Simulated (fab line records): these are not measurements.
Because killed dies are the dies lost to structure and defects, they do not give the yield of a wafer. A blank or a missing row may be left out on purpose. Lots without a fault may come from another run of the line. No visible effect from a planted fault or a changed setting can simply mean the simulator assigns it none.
fab line records	flow nand-harc
record lots=6	wafers=18	last-day=33
route steps=1302 shown A_CONTACT@1051 END@1302
lots untouched by any fault: they come from a run of this same line in which no faults occurred
start-h: start of the lot's first displayed wafer, in hours after the record's first day	wait-h: hours since the lot's step before	" same as the row above	L1.1+2: several wafers, shown together as one row	- no value, or no start was given	* or withheld: withheld	< > ~ a bound
route shown NAME@n: a module of which the file shows steps, and the number in the route of the first	usual: mean/standard deviation of fault-free wafers	same: alike in all rows	chamber/n: place in a boat	sites: readings site by site	_std_site: how widely they spread, as a standard deviation	_edge_site: mean of outer sites minus mean of inner sites	radius-mm: for every site, how far away it sits from the centre of the wafer	mask NAME#n: copy n	behind: tool/chamber where the wafer was last shaped	hold: the reason the lot was held/the length of the hold in hours/how it ended	device: which transistor (n, p or np) failed to switch	end of line: at the end of the route, the tests of the same wafers	a step given without rows: its recipe and nothing more	killed: dies that structure and defects cost at the first sort, which is not the same as the wafer's yield	map: dies across one wafer; x = killed, . = not, _ = none there
set.NAME: the setting the step ran with; set.NAME@STEP: the setting that earlier step ran with	model.NAME: the simulator's own value behind a step, which no gauge read
certain route steps with their lots: each step a table, each wafer a row
services: when a tool's chamber went out of use (start-h, in hours from the record's first day, below 0 if earlier), for how many hours, and the reason
## steps
# step NHARC_A_CONTACT_ETCH_128
# recipe source-w=withheld	pressure-mtorr=20	bias-v=3000	time-s=197	target-depth-a=19180	ar-flow-sccm=withheld	c4f8-flow-sccm=withheld	o2-flow-sccm=withheld	chemistry=C4F8/O2/Ar
# same time-s=197
lot.wafer	tool	chamber	start-h	wait-h	rf-hours-counter-h
L422.1	har-cap-etch-02	0	511.97	0.1	91
L422.4	"	1	"	"	-
L422.5	"	1	"	"	-
L427.1	har-cap-etch-02	1	567.83	0.1	102
L427.4	"	1	"	"	-
L427.6	"	0	"	"	-
L428.1	har-cap-etch-03	0	592.31	0.1	58
L428.3	"	0	"	"	-
L428.6	"	0	"	"	-
L437.1	har-cap-etch-01	0	685.25	0.1	29
L437.4	"	0	"	"	-
L437.6	"	1	"	"	-
L439.2	har-cap-etch-02	1	691.80	0.1	125
L439.4	"	1	"	"	-
L439.6	"	0	"	"	-
L442.2	har-cap-etch-03	1	718.71	0.1	80
L442.1	"	0	"	"	80
L442.3	"	0	"	"	-
# step NHARC_A_CONTACT_ETCH_129
# recipe source-w=withheld	pressure-mtorr=20	bias-v=3000	time-s=197	target-depth-a=19180	ar-flow-sccm=withheld	c4f8-flow-sccm=withheld	o2-flow-sccm=withheld	chemistry=C4F8/O2/Ar
# same time-s=197
lot.wafer	tool	chamber	start-h	wait-h	rf-hours-counter-h
L422.1	har-cap-etch-02	0	512.15	0.1	91
L422.4	"	1	"	"	-
L422.5	"	1	"	"	-
L427.1	har-cap-etch-02	1	568.01	0.1	102
L427.4	"	1	"	"	-
L427.6	"	0	"	"	-
L428.1	har-cap-etch-03	0	592.49	0.1	58
L428.3	"	0	"	"	-
L428.6	"	0	"	"	-
L437.1	har-cap-etch-01	0	685.43	0.1	29
L437.4	"	0	"	"	-
L437.6	"	1	"	"	-
L439.2	har-cap-etch-02	1	691.97	0.1	125
L439.4	"	1	"	"	-
L439.6	"	0	"	"	-
L442.2	har-cap-etch-03	1	718.89	0.1	80
L442.1	"	0	"	"	80
L442.3	"	0	"	"	-
# step NHARC_A_CONTACT_ETCH_130
# recipe source-w=withheld	pressure-mtorr=20	bias-v=3000	time-s=197	target-depth-a=19180	ar-flow-sccm=withheld	c4f8-flow-sccm=withheld	o2-flow-sccm=withheld	chemistry=C4F8/O2/Ar
# same time-s=197
lot.wafer	tool	chamber	start-h	wait-h	rf-hours-counter-h
L422.1	har-cap-etch-02	0	512.33	0.1	91
L422.4	"	1	"	"	-
L422.5	"	1	"	"	-
L427.1	har-cap-etch-02	1	568.19	0.1	102
L427.4	"	1	"	"	-
L427.6	"	0	"	"	-
L428.1	har-cap-etch-03	0	592.67	0.1	58
L428.3	"	0	"	"	-
L428.6	"	0	"	"	-
L437.1	har-cap-etch-01	0	685.61	0.1	29
L437.4	"	0	"	"	-
L437.6	"	1	"	"	-
L439.2	har-cap-etch-02	1	692.15	0.1	126
L439.4	"	1	"	"	-
L439.6	"	0	"	"	-
L442.2	har-cap-etch-03	1	719.06	0.1	80
L442.1	"	0	"	"	80
L442.3	"	0	"	"	-
# step NHARC_A_CONTACT_ETCH_131
# recipe source-w=withheld	pressure-mtorr=20	bias-v=3000	time-s=197	target-depth-a=19180	ar-flow-sccm=withheld	c4f8-flow-sccm=withheld	o2-flow-sccm=withheld	chemistry=C4F8/O2/Ar
# step NHARC_A_CONTACT_ETCH_132
# recipe source-w=withheld	pressure-mtorr=20	bias-v=3000	time-s=197	target-depth-a=19240	ar-flow-sccm=withheld	c4f8-flow-sccm=withheld	o2-flow-sccm=withheld	chemistry=C4F8/O2/Ar
# step NHARC_A_CONTACT_ETCH_133
# recipe source-w=withheld	pressure-mtorr=20	bias-v=400	time-s=374	target-depth-a=16100	ar-flow-sccm=withheld	c4f8-flow-sccm=11.5	o2-flow-sccm=7.2	chemistry=C4F8/O2/Ar
# step NHARC_A_CONTACT_ETCH_91
# recipe target-depth-a=400	over-etch-frac=0.5	time-s=85.7	ion-energy-ev=120	ch3f-flow-sccm=50	o2-flow-sccm=30	ar-flow-sccm=200	rf-w=500	bias-w=100	chemistry=CH3F/O2
# usual drypump-motor-current-A=5.7/0.35	oes-product-au=0.938/0.028	rf-vpp-V=245.7/1.4	showerhead-plenum-p-Torr=2.56/0.087	throttle-valve-pct=20.663/0.0096
# same time-s=85.7
lot.wafer	tool	chamber	start-h	wait-h	drypump-motor-current-A	oes-product-au	rf-hours-counter-h	rf-vpp-V	showerhead-plenum-p-Torr	throttle-valve-pct
L422.4	rie-diel-11	1	513.61	0.6	5.7	0.927	12	246.9	2.66	20.654
L422.1	"	3	"	"	5.8	0.917	10	247.5	2.66	20.658
L422.5	"	2	"	"	5.7	0.927	-	244.9	2.53	20.671
L427.1	rie-diel-11	1	569.53	0.7	5.8	0.935	21	248.1	2.65	20.664
L427.4	"	1	"	"	5.8	0.933	-	244.8	2.65	20.665
L427.6	"	2	"	"	5.7	0.939	-	244.9	2.53	20.649
L428.3	rie-diel-11	2	593.99	0.6	5.7	0.925	25	244.9	2.53	20.652
L428.1	"	0	"	"	5.5	0.922	24	244.0	2.51	20.664
L428.6	"	3	"	"	5.8	0.924	-	246.5	2.65	20.652
L437.4	rie-diel-02	0	686.92	0.5	6.7	0.926	33	246.0	2.58	20.672
L437.1	"	1	"	"	6.3	0.927	32	243.5	2.47	20.667
L437.6	"	3	"	"	4.9	0.907	-	243.2	2.32	20.673
L439.4	rie-diel-11	0	693.50	0.6	5.5	0.930	11	245.0	2.51	20.660
L439.2	"	1	"	"	5.8	0.934	13	247.2	2.64	20.666
L439.6	"	2	"	"	5.7	0.929	-	245.4	2.52	20.655
L442.3	rie-diel-09	2	720.39	0.5	5.0	0.915	18	246.3	2.62	20.655
L442.2	"	3	"	"	4.7	0.918	15	242.7	2.42	20.672
L442.1	"	0	"	"	6.1	0.928	14	245.6	2.56	20.654
# step NHARC_A_CONTACT_ETCH_97
# recipe target-depth-a=200	over-etch-frac=0.5	time-s=10	ion-energy-ev=250	c4f6-flow-sccm=25	o2-flow-sccm=20	ar-flow-sccm=500	rf-w=600	bias-w=500	chemistry=C4F6/O2
# step NHARC_A_CONTACT_CD_MEAS_80
# usual cd-nm=289.7/0.85
lot.wafer	tool	chamber	start-h	wait-h	cd-nm
L422.1	cd-sem-03	-	513.82	-	290.2
L422.4	"	-	"	"	291.0
L422.5	"	-	"	"	290.4
L427.1	cd-sem-01	-	569.76	-	290.1
L427.4	"	-	"	"	289.5
L427.6	"	-	"	"	289.9
L428.1	cd-sem-02	-	594.21	-	291.0
L428.3	"	-	"	"	290.8
L428.6	"	-	"	"	290.8
L437.1	cd-sem-02	-	687.12	-	288.8
L437.4	"	-	"	"	289.0
L437.6	"	-	"	"	288.4
L439.2	cd-sem-02	-	693.69	-	290.4
L439.4	"	-	"	"	290.2
L439.6	"	-	"	"	289.2
L442.1	cd-sem-02	-	720.59	-	290.0
L442.2	"	-	"	"	290.3
L442.3	"	-	"	"	290.7
# step NHARC_A_CONTACT_STRIP_103
# recipe n2-flow-sccm=150	h2-flow-sccm=150	ar-flow-sccm=0	bias-w=0	chemistry=N2/H2
# step NHARC_A_CONTACT_STRIP_104
# recipe cf4-flow-sccm=100	chf3-flow-sccm=30	ar-flow-sccm=0	bias-w=0	chemistry=CF4/CHF3
# step NHARC_A_CONTACT_STRIP_105
# recipe o2-flow-sccm=400	cos-flow-sccm=20	ar-flow-sccm=0	bias-w=0	chemistry=O2/COS
# step NHARC_A_CONTACT_ETCH_106
# recipe target-depth-a=900	overetch-a=90	time-s=49.5	ion-energy-ev=100	cf4-flow-sccm=80	o2-flow-sccm=20	ar-flow-sccm=0	rf-w=300	bias-w=100	chemistry=CF4/O2
# usual drypump-motor-current-A=5.7/0.43	oes-product-au=0.998/0.011	rf-vpp-V=198.8/1.1	showerhead-plenum-p-Torr=1.39/0.05	throttle-valve-pct=13.398/0.0096
# same time-s=49.5
lot.wafer	tool	chamber	start-h	wait-h	drypump-motor-current-A	oes-product-au	rf-hours-counter-h	rf-vpp-V	showerhead-plenum-p-Torr	throttle-valve-pct
L422.1	rie-diel-09	0	514.12	0.0	6.1	0.984	2	198.7	1.41	13.405
L422.4	"	2	"	"	5.0	0.987	1	199.2	1.45	13.414
L422.5	"	1	"	"	6.2	0.981	-	197.5	1.31	13.397
L427.1	rie-diel-11	3	570.09	0.1	5.7	0.950	22	200.0	1.44	13.409
L427.4	"	2	"	"	5.7	0.996	-	199.8	1.37	13.409
L427.6	"	3	"	"	5.7	1.009	-	200.4	1.44	13.394
L428.3	rie-diel-11	2	594.50	0.0	5.7	0.949	25	198.1	1.37	13.399
L428.1	"	1	"	"	5.7	0.948	24	199.4	1.44	13.395
L428.6	"	2	"	"	5.7	1.010	-	199.0	1.37	13.383
L437.4	rie-diel-02	3	687.42	0.1	4.9	0.980	32	197.4	1.26	13.397
L437.1	"	0	"	"	6.7	0.995	33	199.0	1.40	13.400
L437.6	"	0	"	"	6.7	1.008	-	200.4	1.40	13.406
L439.2	rie-diel-11	0	693.98	0.0	5.5	1.015	11	199.7	1.36	13.400
L439.4	"	1	"	"	5.7	0.999	13	199.7	1.44	13.401
L439.6	"	1	"	"	5.7	0.999	-	199.7	1.44	13.395
L442.2	rie-diel-09	0	720.90	0.1	6.1	1.001	14	198.7	1.39	13.384
L442.3	"	1	"	"	6.2	1.005	17	196.2	1.30	13.385
L442.1	"	3	"	"	4.7	0.996	16	197.6	1.32	13.417
# step NHARC_A_CONTACT_STRIP_82
# recipe o2-flow-sccm=500	ar-flow-sccm=0	bias-w=0	chemistry=O2
# usual drypump-motor-current-A=5.7/0.42	oes-product-au=0.999/0.01	rf-vpp-V=58.2/0.79	showerhead-plenum-p-Torr=3.66/0.12	throttle-valve-pct=17.036/0.0087
lot.wafer	tool	chamber	start-h	wait-h	drypump-motor-current-A	oes-product-au	rf-hours-counter-h	rf-vpp-V	showerhead-plenum-p-Torr	throttle-valve-pct
L422.4	rie-diel-09	2	-	-	5.0	0.979	1	58.1	3.81	17.037
L422.1	"	0	"	"	6.1	0.983	2	57.8	3.71	17.023
L422.5	"	2	"	"	5.0	0.988	-	58.5	3.81	17.028
L427.1	rie-diel-11	3	-	-	5.8	1.016	22	56.5	3.80	17.035
L427.6	"	2	"	"	5.7	1.007	-	59.3	3.63	17.049
L427.4	"	3	"	"	5.7	1.009	-	58.6	3.80	17.035
L428.1	rie-diel-11	0	-	-	5.5	0.997	24	57.8	3.60	17.041
L428.3	"	1	"	"	5.8	0.993	24	57.4	3.79	17.034
L428.6	"	0	"	"	5.5	0.990	-	58.4	3.60	17.036
L437.1	rie-diel-02	3	-	-	4.9	0.986	32	56.4	3.34	17.043
L437.4	"	0	"	"	6.7	1.000	33	59.2	3.70	17.048
L437.6	"	1	"	"	6.3	1.001	-	58.5	3.55	17.040
L439.4	rie-diel-11	3	-	-	5.8	1.003	12	58.2	3.78	17.032
L439.2	"	0	"	"	5.5	0.996	11	59.5	3.60	17.053
L439.6	"	3	"	"	5.8	1.011	-	58.2	3.78	17.029
L442.2	rie-diel-09	3	-	-	4.7	0.995	16	58.8	3.48	17.034
L442.1	"	0	"	"	6.1	0.998	14	58.2	3.67	17.025
L442.3	"	1	"	"	6.2	1.002	17	57.4	3.44	17.026
# step NHARC_END_SORT_01
# recipe temp-c=25
# usual killed-at-array=55/23	killed-at-other=1.0/1.2	killed-at-periphery=3.2/2.7	killed-dies=59/23	killed-open=3.1/1.6	killed-short=2.2/1.5
# same gross-dies=677
lot.wafer	tool	chamber	start-h	wait-h	killed-at-array	killed-at-other	killed-at-periphery	killed-dies	killed-open	killed-short
L427.1	prober-01	0	623.88	2.5	173	0	6	179	3	2
L428.1	prober-01	0	649.55	2.5	145	0	2	147	1	4
L428.3	prober-01	0	651.16	3.1	143	0	7	150	5	2
L437.1	prober-02	0	744.29	2.5	52	0	5	57	3	3
L437.4	prober-02	0	746.67	3.4	55	1	10	66	5	5
L437.6	prober-02	0	748.26	4.0	44	0	7	51	2	2
# killed by level:class
L427.1 A_CONTACT:area-etch=143 A_CHANNEL_HOLE_D2:chamber-film-flake=12 A_CONTACT:chamber-film-flake=5 P_STI:chamber-film-flake=4 A_WL_FILL:chamber-film-flake=3 A_ONON_D1:geometric-particle:short=1 A_CHANNEL_FILL_D1:geometric-particle:short=1 A_CHANNEL_FILL_D1:geometric-particle:open=1
L428.1 A_CONTACT:area-etch=120 A_CHANNEL_HOLE_D2:chamber-film-flake=8 A_STAIRCASE:chamber-film-flake=4 A_CONTACT:chamber-film-flake=3 A_ONON_D1:geometric-particle:short=2 P_GATE:chamber-film-flake=2 A_CHANNEL_HOLE_D1:chamber-film-flake=2 A_SLIT:chamber-film-flake=2
L428.3 A_CONTACT:area-etch=122 A_CHANNEL_HOLE_D2:chamber-film-flake=10 P_GATE:chamber-film-flake=4 A_CHANNEL_HOLE_D1:chamber-film-flake=2 P_CONTACT:geometric-particle:open=1 A_ONON_D1:geometric-particle:open=1 A_CHANNEL_FILL_D1:geometric-particle:open=1 A_SGD_CUT:geometric-particle:short=1
L437.1 A_SLIT:chamber-film-flake=31 A_CHANNEL_HOLE_D1:chamber-film-flake=9 P_BONDPAD:chamber-film-flake=2 A_STAIRCASE:chamber-film-flake=2 A_BONDPAD:chamber-film-flake=2 P_GATE:geometric-particle:open=1 P_M0:geometric-particle:short=1 A_ONON_D1:geometric-particle:short=1
L437.4 A_SLIT:chamber-film-flake=35 P_GATE:chamber-film-flake=4 P_BONDPAD:chamber-film-flake=3 A_CHANNEL_HOLE_D1:chamber-film-flake=3 A_STAIRCASE:chamber-film-flake=3 P_M1:chamber-film-flake=2 P_GATE:geometric-particle:open=1 A_CHANNEL_FILL_D1:geometric-particle:open=1
L437.6 A_SLIT:chamber-film-flake=29 A_CHANNEL_HOLE_D1:chamber-film-flake=5 P_M1:chamber-film-flake=4 A_DECK1_JOINT:chamber-film-flake=2 A_ONON_D1:geometric-particle:short=1 A_CHANNEL_HOLE_D2:geometric-particle:open=1 A_CHANNEL_FILL_D2:geometric-particle:open=1 A_WL_FILL:geometric-particle:short=1
# map L427.1 (x killed, . not)
____________x____________
_________xx.xx.._________
_______xx.xx..x..._______
______xx..xx.x..x..______
_____...xx.x.x..x.x._____
____.x..xx..x.....x..____
____xxxxx..x...xx....____
___x.x.x....x.x..x..xx___
___x......x......xxx..___
__x.xxx.........x......__
__xx....x.x...x..xxx...__
_xx......x...x.x.x...x.._
_.xx.....xxx.........x.x_
_.x..x......x.........x._
_xx...x................._
_x.xxx..........x.x...x._
xxx.xx..x.xx.x...x.......
xxxxx..x.x...............
x.xx..x.x...x...x........
xxx..x.................x.
.x...xx..................
_x.....x..........x....._
_....x.xxx.........x...._
_x.xx.......x..........._
_xx....xx......x........_
_....x.x....xx....x...x._
__.x...................__
__x..x...x.x.x.........__
___.x...x.x...x.......___
___x.x...x....x.......___
____........xx.......____
____..xx..xxx..x.....____
_____..x.x..xxx....._____
______x....xx......______
_______xx....x...._______
_________x...x.._________
____________.____________
# map L428.3 (x killed, . not)
____________.____________
_________....xxx_________
_______...xxx.x.xx_______
______.....xx.....x______
_____xx..x.x.....x.._____
____xx.x...x.x..x..xx____
____x.............x.x____
___.........xx.......x___
___..........x.xx...xx___
__x..........x....xx.xx__
__...x...x...xxx.x...x.__
_..........x...x..x.xxx._
_........x.x.....xxxx..._
_..........x........x.x._
_.............x........x_
_...x.....x.xx....x..x.x_
..x......x.x......x..x...
x..............x.......x.
...x....x..x......x...x..
...x.........x......xx..x
.......x..x......x...x...
_x............x...xx.xx._
_.......x.....x.....xx.x_
_.x......x.x..x..xx....._
_........x..x...x......x_
_.......x.......x......x_
__..........x..x.....x.__
__.......x.....x...x...__
___.........xx......xx___
___............x....x.___
____..x.x.......x....____
____..x......x.x.....____
_____........xxxx..._____
______.....xx.xx...______
_______.......x.x._______
_________x..x.x._________
____________.____________
## services
tool	chamber	start-h	hours	kind
rie-diel-11	0	490.53	-	clean
rie-diel-11	1	490.53	-	clean
rie-diel-11	2	490.53	-	clean
rie-diel-11	3	490.53	-	clean
har-cap-etch-01	-	497.00	17.0	pm
rie-diel-09	-	497.17	9.0	pm
rie-diel-11	0	515.03	-	clean
rie-diel-11	1	515.03	-	clean
rie-diel-11	2	515.03	-	clean
rie-diel-11	3	515.03	-	clean
rie-diel-11	0	539.53	-	clean
rie-diel-11	1	539.53	-	clean
rie-diel-11	2	539.53	-	clean
rie-diel-11	3	539.53	-	clean
rie-diel-09	1	539.60	45.0	repair
har-cap-etch-01	-	558.80	24.6	repair
rie-diel-11	0	564.03	-	clean
rie-diel-11	0	568.61	6.3	repair
rie-diel-02	-	570.88	9.0	pm
rie-diel-09	0	589.90	6.2	repair
rie-diel-11	-	609.53	9.0	pm
rie-diel-11	0	659.83	12.7	repair
rie-diel-09	-	674.17	9.0	pm
rie-diel-02	1	717.94	7.2	repair
## key
first-sign step=NHARC_A_CONTACT_ETCH_106	reading=oes-product-au	direction=down	sigmas=4.4	usual=0.998	struck=0.949
effect step=NHARC_END_SORT_01	reading=killed-dies	direction=up	sigmas=4.4	usual=59	struck=159
more-kills-born-at NHARC_A_CONTACT_ETCH_106@rie-diel-11=385
met-at NHARC_A_CONTACT_ETCH_106
struck-wafers L427.1,L428.1,L428.3
tester-left-out L427,L428
fault kind=process-parameter-drift	tool=rie-diel-11	chamber=-	onset-h=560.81	steps=NHARC_A_CONTACT_ETCH_106	channel=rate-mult	offset=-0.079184	shape=step	end-h=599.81	scope=struck-wafers-only
# tester-left-out: of these lots the tester's yield and bins aren't shown, on N5 and GAA mostly nor the transistor test; their killed dies are dies lost to structure and defects alone, not to doping, threshold or leakage, so they don't give the yield
